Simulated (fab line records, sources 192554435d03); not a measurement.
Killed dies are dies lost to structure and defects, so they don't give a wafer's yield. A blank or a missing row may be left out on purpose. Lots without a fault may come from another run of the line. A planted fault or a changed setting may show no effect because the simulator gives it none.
Split-lot experiment | flow n5_finfet | 7 lots, 21 wafers read, on a route of 1938 steps

THE SPLIT
At N5_BEOL_M13_ILD_DEP_00 (deposits SiOC from DEMS/O2, target thk 837.92 nm, time 166.4 s), the setting time_s was moved away from the recipe's 166.4 s on 9 of the 21 wafers read, by -9.9% to +5.8%. The other wafers ran this setting at the recipe's value.

The file shows no step between the split and the reading.

THE READING
M13_ILD_THK, in nm, at N5_BEOL_M13_THK_MEAS_01. Fault-free wafers of this fab line usually give 836 nm, standard deviation 12 nm.

wafer  | tool, chamber at the split | time_s as run, s | against the recipe | M13_ILD_THK, nm | against lot-mates on the recipe
L084.3 | pecvd-01, 2                | 166.4            | recipe             | 818             | -
L084.4 | pecvd-01, 1                | 166.4            | recipe             | 845             | -
L084.5 | pecvd-01, 0                | 149.9            | -9.9%              | 760             | -72
L086.3 | pecvd-04, 0                | 156.9            | -5.7%              | 793             | -48
L086.5 | pecvd-04, 1                | 156.9            | -5.7%              | 803             | -38
L086.6 | pecvd-04, 2                | 166.4            | recipe             | 841             | -
L090.3 | pecvd-01, 1                | 150              | -9.9%              | 736             | -95
L090.4 | pecvd-01, 1                | 150              | -9.9%              | 746             | -85
L090.6 | pecvd-01, 2                | 166.4            | recipe             | 831             | -
L089.1 | pecvd-01, 0                | 159.6            | -4.1%              | 798             | -30
L089.2 | pecvd-01, 2                | 166.4            | recipe             | 831             | -
L089.6 | pecvd-01, 1                | 166.4            | recipe             | 824             | -
L091.3 | pecvd-02, 0                | 176              | +5.8%              | 876             | +32
L091.4 | pecvd-02, 2                | 166.4            | recipe             | 845             | -
L091.6 | pecvd-02, 1                | 166.4            | recipe             | 844             | -
L094.1 | pecvd-01, 0                | 166.4            | recipe             | 859             | -
L094.2 | pecvd-01, 1                | 166.4            | recipe             | 843             | -
L094.5 | pecvd-01, 1                | 166.4            | recipe             | 848             | -
L097.1 | pecvd-02, 0                | 150.8            | -9.4%              | 743             | -100
L097.2 | pecvd-02, 1                | 150.8            | -9.4%              | 744             | -99
L097.6 | pecvd-02, 1                | 166.4            | recipe             | 843             | -

THE FIT
A straight line over all 21 wafers: M13_ILD_THK changes by +9.08 nm for each +1% of time_s; r = +0.97; the points scatter about the line by 11 nm.
The same after taking each lot's own level away (the mean of its wafers on the recipe; 21 wafers): +8.66 nm for each +1%; r = +0.97; scatter 10 nm.
On that fit, the largest move of time_s shifts the reading by 86 nm.
The lots' own levels span 827.5 to 850.0 nm, that is 1.9 times the standard deviation above.
So the lot-to-lot level changes the slope little: the two slopes agree.
Check: with one of the wafers moved furthest among these (-9.9%) left out of the fit, the line predicts -90.6 nm for it against its lot-mates. It came out at -71.5 nm against them.

OTHER SPLITS ON THESE WAFERS
These wafers also went through other splits before the reading. Each is held against what the fit with the lots' levels taken away leaves over:
other split on the same wafers | wafers away from the commonest value | r with M13_ILD_THK (lot level and that fit taken away)
N5_BEOL_M10_PEB_26 peb_time_s  | 3                                    | -0.02
N5_BEOL_M12_COAT_04 spin_rpm   | 5                                    | +0.12

THE WHOLE CHAIN: every reading that the file lists as answering this split, in the file's order
step                    | what it does                                                   | reading                                                                             | change (the file's fit)              | r (the file's)
N5_BEOL_M13_ILD_DEP_00  | deposits SiOC from DEMS/O2, target thk 837.92 nm, time 166.4 s | SiOC_of_BEOL_M13_ILD_DEP_00.thk_nm (the simulator's own value, which no gauge read) | +8.37 nm for each +1% of the setting | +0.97
N5_BEOL_M13_THK_MEAS_01 |                                                                | M13_ILD_THK                                                                         | +8.39 for each +1% of the setting    | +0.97
N5_BEOL_M13_VIA_ETCH_16 | etches SiOC in C4F8/O2/Ar, target depth 921.7 nm               | etch.depth_nm (the simulator's own value, which no gauge read)                      | +8.38 nm for each +1% of the setting | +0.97
N5_BEOL_M13_VIA_ETCH_16 | etches SiOC in C4F8/O2/Ar, target depth 921.7 nm               | coat_of_BEOL_M13_COAT_04.thk_nm (the simulator's own value, which no gauge read)    | -2.38 nm for each +1% of the setting | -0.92
N5_BEOL_M13_STRIP_63    | strips in N2/H2                                                | strip_time_to_endpoint_s                                                            | withheld for each +1% of the setting | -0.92

THE FILE'S OWN FIT
M13_ILD_THK changes by +8.39 nm for each +1% of time_s, r = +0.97.
